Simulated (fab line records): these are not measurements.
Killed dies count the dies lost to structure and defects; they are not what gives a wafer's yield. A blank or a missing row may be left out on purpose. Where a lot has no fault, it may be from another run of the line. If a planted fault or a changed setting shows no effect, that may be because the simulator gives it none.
Which tool was responsible?    flow n5_finfet    24 lots, 72 wafers sampled, at 6 steps of a route of 1938

== WHAT THE GAUGES READ, wafer by wafer ==
N5_BEOL_M8_THK_MEAS_53: measures by xrf. Usual: M8_THK typically reads 79.4 nm, with standard deviation 1.8.
lot   measured      on             M8_THK (nm)     flag
L074  day 9 18:59   film_metro-02  79.4 79.8 79.4  
L076  day 10 01:08  film_metro-01  78.5 75.3 78.4  
L075  day 10 06:10  film_metro-02  81.1 78.8 79.8  
L077  day 10 11:54  film_metro-02  82.4 84.3 79.9  
L078  day 10 14:51  film_metro-01  78.7 79.9 81.0  
L079  day 10 23:47  film_metro-02  80.7 80.5 80.8  
L080  day 11 04:04  film_metro-02  81.0 82.4 78.7  
L081  day 11 15:48  film_metro-01  81.7 83.4 80.6  
L083  day 11 21:17  film_metro-02  78.8 81.8 78.8  
L082  day 12 02:46  film_metro-01  77.6 76.7 77.9  
L084  day 12 07:43  film_metro-02  78.6 76.9 76.2  
L088  day 13 00:56  film_metro-02  80.2 79.2 77.0  
L085  day 13 01:16  film_metro-01  77.4 79.6 74.6  
L086  day 13 03:29  film_metro-01  78.1 80.1 78.4  
L087  day 13 07:53  film_metro-01  81.2 79.0 81.0  
L091  day 13 08:38  film_metro-02  78.3 79.5 80.7  
L090  day 13 11:17  film_metro-02  77.7 77.5 76.8  
L089  day 13 14:41  film_metro-02  80.6 83.3 77.2  
L092  day 14 13:11  film_metro-01  77.8 80.6 79.6  
L094  day 14 13:17  film_metro-02  79.9 82.6 81.0  
L093  day 14 19:12  film_metro-02  77.9 82.7 79.3  
L095  day 14 21:51  film_metro-01  79.3 77.6 75.4  
L096  day 15 11:05  film_metro-02  79.3 79.2 78.2  
L097  day 15 12:46  film_metro-01  80.2 82.7 78.9  

N5_BEOL_M9_INSPECT_30: inspects for defects (brightfield). Usual: raw_defect_count 371, standard deviation 75.
lot   measured      on                 raw_defect_count  flag
L074  day 9 23:13   defect_inspect-02  369 411 618       
L076  day 10 04:24  defect_inspect-02  414 268 341       
L075  day 10 10:17  defect_inspect-02  401 406 456       
L077  day 10 16:21  defect_inspect-02  302 304 310       
L078  day 10 19:46  defect_inspect-02  324 412 529       
L079  day 11 04:59  defect_inspect-02  296 325 507       
L080  day 11 07:32  defect_inspect-02  353 397 372       
L081  day 11 23:11  defect_inspect-01  380 379 371       
L083  day 12 03:26  defect_inspect-01  198 381 251       
L082  day 12 06:06  defect_inspect-01  407 549 319       
L084  day 12 12:43  defect_inspect-01  340 389 494       
L088  day 13 07:34  defect_inspect-01  331 338 355       
L085  day 13 07:12  defect_inspect-01  531 502 451       
L086  day 13 07:25  defect_inspect-01  314 388 302       
L087  day 13 13:29  defect_inspect-02  315 413 432       
L091  day 13 13:26  defect_inspect-01  295 410 319       
L090  day 13 17:14  defect_inspect-02  295 227 388       
L089  day 13 20:19  defect_inspect-01  309 383 387       
L092  day 14 19:51  defect_inspect-02  329 546 358       
L094  day 14 20:02  defect_inspect-01  322 309 363       
L093  day 14 23:17  defect_inspect-01  284 440 315       
L095  day 15 01:32  defect_inspect-02  373 463 412       
L096  day 15 16:59  defect_inspect-02  340 365 323       
L097  day 15 17:08  defect_inspect-01  346 383 455       

N5_BEOL_M9_THK_MEAS_53: measures by xrf. Usual: M9_THK typically reads 139 nm, with standard deviation 3.5.
lot   measured      on             M9_THK (nm)  flag
L074  day 10 02:20  film_metro-01  144 142 144  
L076  day 10 08:16  film_metro-02  140 142 135  
L075  day 10 13:13  film_metro-01  136 137 136  
L077  day 10 21:14  film_metro-01  138 134 139  
L078  day 10 22:34  film_metro-01  145 143 146  
L079  day 11 07:38  film_metro-01  143 145 141  
L080  day 11 11:44  film_metro-02  145 145 144  
L081  day 12 02:59  film_metro-01  134 135 136  
L083  day 12 07:20  film_metro-02  140 139 139  
L082  day 12 08:47  film_metro-02  139 140 137  
L084  day 12 15:31  film_metro-01  136 137 137  
L088  day 13 11:27  film_metro-02  139 139 136  
L085  day 13 10:35  film_metro-01  137 135 140  
L086  day 13 11:01  film_metro-02  139 139 141  
L087  day 13 17:24  film_metro-02  139 139 140  
L091  day 13 16:27  film_metro-01  143 142 143  
L090  day 13 23:08  film_metro-01  137 137 141  
L089  day 14 01:05  film_metro-01  134 134 138  
L092  day 14 22:31  film_metro-01  140 136 139  
L094  day 14 22:56  film_metro-01  140 136 138  
L093  day 15 02:29  film_metro-02  140 143 137  
L095  day 15 04:59  film_metro-02  136 141 143  
L096  day 15 19:43  film_metro-01  137 130 139  
L097  day 15 20:44  film_metro-01  132 137 139  

N5_BEOL_M9_INSPECT_58: inspects for defects (darkfield). Usual: raw_defect_count 77, standard deviation 27.
lot   measured      on                 raw_defect_count  flag
L074  day 10 02:32  defect_inspect-02  54 103 64         
L076  day 10 08:25  defect_inspect-02  50 90 99          
L075  day 10 13:24  defect_inspect-02  62 45 53          
L077  day 10 21:26  defect_inspect-02  75 49 61          
L078  day 10 22:43  defect_inspect-02  56 64 40          
L079  day 11 07:48  defect_inspect-02  110 78 87         
L080  day 11 11:55  defect_inspect-02  93 141 117        
L081  day 12 03:09  defect_inspect-01  84 66 69          
L083  day 12 07:30  defect_inspect-01  84 51 83          
L082  day 12 08:57  defect_inspect-01  103 58 61         
L084  day 12 15:40  defect_inspect-01  74 139 118        
L088  day 13 11:39  defect_inspect-01  42 62 53          
L085  day 13 10:46  defect_inspect-01  86 57 79          
L086  day 13 11:11  defect_inspect-01  57 67 55          
L087  day 13 17:34  defect_inspect-01  63 44 61          
L091  day 13 16:37  defect_inspect-02  46 55 99          
L090  day 13 23:18  defect_inspect-01  57 72 121         
L089  day 14 01:14  defect_inspect-01  101 80 63         
L092  day 14 22:41  defect_inspect-02  54 56 114         
L094  day 14 23:05  defect_inspect-02  139 137 83        
L093  day 15 02:38  defect_inspect-01  123 79 64         
L095  day 15 05:09  defect_inspect-01  55 43 52          
L096  day 15 19:53  defect_inspect-02  52 93 112         
L097  day 15 20:53  defect_inspect-01  39 52 47          

== WHICH TOOL RAN EACH LOT (tool, then ch and the chambers of the sampled wafers, then the start) ==
lot   N5_BEOL_M8_CMP_52              N5_BEOL_M9_PECVD_70
L074  cmp-03 ch 1,2,3, day 9 18:44   pecvd-04 ch 0,1,2, day 9 19:50
L076  cmp-02 ch 0,1,3, day 10 00:53  pecvd-04 ch 0,1,2, day 10 02:00
L075  cmp-01 ch 0,1,2, day 10 05:52  pecvd-04 ch 1,2, day 10 07:02
L077  cmp-02 ch 0,1,2, day 10 11:36  pecvd-04 ch 0,1,2, day 10 12:45
L078  cmp-03 ch 0,2,3, day 10 14:38  pecvd-03 ch 0,2, day 10 15:40
L079  cmp-03 ch 0,2,3, day 10 23:30  pecvd-04 ch 0,2, day 11 01:07
L080  cmp-01 ch 1,2,3, day 11 03:46  pecvd-02 ch 1,2, day 11 04:53
L081  cmp-03 ch 1,3, day 11 15:32    pecvd-04 ch 0,1, day 11 17:18
L083  cmp-01 ch 1,3, day 11 20:59    pecvd-04 ch 1,2, day 11 22:11
L082  cmp-03 ch 0,2, day 12 02:28    pecvd-03 ch 1,2, day 12 03:48
L084  cmp-02 ch 0,1,2, day 12 07:28  pecvd-03 ch 0,1, day 12 08:39
L088  cmp-03 ch 0,3, day 13 00:39    pecvd-04 ch 0,2, day 13 01:53
L085  cmp-01 ch 0,2,3, day 13 01:01  pecvd-02 ch 0,1,2, day 13 02:22
L086  cmp-02 ch 0,1,3, day 13 03:18  pecvd-02 ch 0,1,2, day 13 04:29
L087  cmp-03 ch 1,2,3, day 13 07:37  pecvd-03 ch 1,2, day 13 10:33
L091  cmp-02 ch 0,1,2, day 13 08:25  pecvd-04 ch 1, day 13 09:37
L090  cmp-02 ch 1,3, day 13 10:59    pecvd-04 ch 0,1, day 13 13:08
L089  cmp-03 ch 1,2,3, day 13 14:23  pecvd-03 ch 0,2, day 13 16:00
L092  cmp-02 ch 0,1,2, day 14 12:54  pecvd-02 ch 0,1,2, day 14 14:01
L094  cmp-01 ch 1,2,3, day 14 12:59  pecvd-03 ch 1,2, day 14 14:07
L093  cmp-03 ch 0,1,2, day 14 18:59  pecvd-02 ch 0,1,2, day 14 20:04
L095  cmp-03 ch 0,2, day 14 21:34    pecvd-02 ch 1,2, day 14 22:40
L096  cmp-02 ch 0,1,2, day 15 10:52  pecvd-04 ch 0,1,2, day 15 11:55
L097  cmp-03 ch 0,2, day 15 12:31    pecvd-02 ch 0,1,2, day 15 13:35
- N5_BEOL_M8_CMP_52: polishes, stops on SiCOH lowk, t overpolish 6.9 s, target thk 80 nm.
- N5_BEOL_M9_PECVD_70: deposits SiO2 from TEOS/O2, target thk 20 nm, time 22.7 s.

== AS READ BY THE TOOLS THEMSELVES (means over the sampled wafers that have a number; for cases with no such wafer, the mark the record gives instead) ==
N5_BEOL_M8_CMP_52. Usual: barrier_field_endpoint_s 29.1 s, standard deviation 0.82; clearing_platen_down_force_psi 1.4999 psi, standard deviation 0.0029; head_pressure_psi 1.0000 psi, standard deviation 0.0023; motor_current_A 6.3 A, standard deviation 0.55; overpolish_run_s 6.900 s, standard deviation 0.009; slurry_filter_dp_kPa 13.51 kPa, standard deviation 0.13; time_to_endpoint_s 63 s, standard deviation 3.4.
lot   tool    barrier_field_endpoint_s (s)  clearing_platen_down_force_psi (psi)  head_pressure_psi (psi)  motor_current_A (A)  overpolish_run_s (s)  slurry_filter_dp_kPa (kPa)  time_to_endpoint_s (s)  flag
L074  cmp-03  29.4                          1.4996                                0.9983                   6.9                  6.897                 13.38                       65                      
L076  cmp-02  30.2                          1.5035                                1.0009                   5.8                  6.907                 13.53                       67                      
L075  cmp-01  29.8                          1.4994                                0.9986                   5.8                  6.901                 13.56                       66                      
L077  cmp-02  29.8                          1.5024                                1.0001                   6.0                  6.896                 13.49                       63                      
L078  cmp-03  28.4                          1.4998                                1.0002                   6.5                  6.906                 13.48                       58                      
L079  cmp-03  28.9                          1.4973                                1.0003                   6.5                  6.902                 13.46                       59                      
L080  cmp-01  29.2                          1.4992                                1.0005                   6.0                  6.900                 13.47                       64                      
L081  cmp-03  29.7                          1.4973                                0.9993                   7.0                  6.897                 13.53                       66                      
L083  cmp-01  29.8                          1.4971                                0.9990                   5.8                  6.906                 13.44                       65                      
L082  cmp-03  28.2                          1.4986                                0.9981                   6.6                  6.901                 13.55                       59                      
L084  cmp-02  29.5                          1.5016                                1.0012                   6.2                  6.907                 13.38                       65                      
L088  cmp-03  29.5                          1.5023                                1.0015                   6.7                  6.892                 13.48                       63                      
L085  cmp-01  29.4                          1.5018                                0.9986                   5.7                  6.897                 13.53                       63                      
L086  cmp-02  29.5                          1.4978                                1.0011                   5.9                  6.889                 13.56                       64                      
L087  cmp-03  29.9                          1.4989                                0.9996                   6.9                  6.894                 13.58                       65                      
L091  cmp-02  29.6                          1.5024                                0.9999                   6.1                  6.905                 13.57                       65                      
L090  cmp-02  28.6                          1.4995                                1.0004                   5.6                  6.902                 13.50                       63                      
L089  cmp-03  29.2                          1.5003                                0.9979                   7.1                  6.901                 13.62                       63                      
L092  cmp-02  28.8                          1.4993                                0.9990                   6.2                  6.902                 13.38                       62                      
L094  cmp-01  29.2                          1.4998                                0.9985                   5.9                  6.904                 13.49                       66                      
L093  cmp-03  28.8                          1.4994                                1.0001                   6.7                  6.895                 13.51                       61                      
L095  cmp-03  27.4                          1.5015                                1.0013                   6.5                  6.900                 13.40                       57                      
L096  cmp-02  29.0                          1.4965                                0.9997                   6.1                  6.895                 13.36                       64                      
L097  cmp-03  27.7                          1.5021                                0.9988                   6.3                  6.904                 13.56                       60                      

N5_BEOL_M9_PECVD_70. Usual: heater_power_w 648 W, standard deviation 89; showerhead_plenum_p_Torr 8.79 Torr, standard deviation 0.073; throttle_valve_pct 22.6 %, standard deviation 0.99.
lot   tool      heater_power_w (W)  showerhead_plenum_p_Torr (Torr)  throttle_valve_pct (%)  flag
L074  pecvd-04  631                 8.77                             22.7                    
L076  pecvd-04  619                 8.77                             22.7                    
L075  pecvd-04  555                 8.78                             22.8                    
L077  pecvd-04  593                 8.77                             22.7                    
L078  pecvd-03  576                 8.79                             23.1                    
L079  pecvd-04  649                 8.69                             23.0                    
L080  pecvd-02  728                 8.79                             22.7                    
L081  pecvd-04  660                 8.81                             22.4                    
L083  pecvd-04  585                 8.81                             22.4                    
L082  pecvd-03  613                 8.80                             22.4                    
L084  pecvd-03  533                 8.81                             23.8                    
L088  pecvd-04  637                 8.71                             23.3                    
L085  pecvd-02  699                 8.83                             22.2                    
L086  pecvd-02  727                 8.82                             22.0                    
L087  pecvd-03  605                 8.79                             22.7                    
L091  pecvd-04  575                 8.88                             22.1                    
L090  pecvd-04  567                 8.83                             22.3                    
L089  pecvd-03  602                 8.79                             22.4                    
L092  pecvd-02  758                 8.83                             22.2                    
L094  pecvd-03  563                 8.80                             22.8                    
L093  pecvd-02  795                 8.82                             22.0                    
L095  pecvd-02  741                 8.81                             22.1                    
L096  pecvd-04  663                 8.75                             22.7                    
L097  pecvd-02  771                 8.83                             22.1                    

== THE ANSWER, worked out from the rows above alone ==
Rule: take the mean of a lot's wafers that have a number; if it is more than 3 standard deviations from the usual mean, the lot is off. Also off: a lot with no number at a reading for which 4 or more lots have one. The other lots that the step has rows for count as sound. After the gauges, taken in route order, come the tools' own readings; for these a lot's mean is taken, as printed above. The first step at which some lot is off is used, and at that step the reading that is off furthest; a lot without a number counts as furthest.
Across all readings shown, no lot is off: no conclusion can be drawn from this.

== WHAT THE SIMULATOR HAD INSERTED ==
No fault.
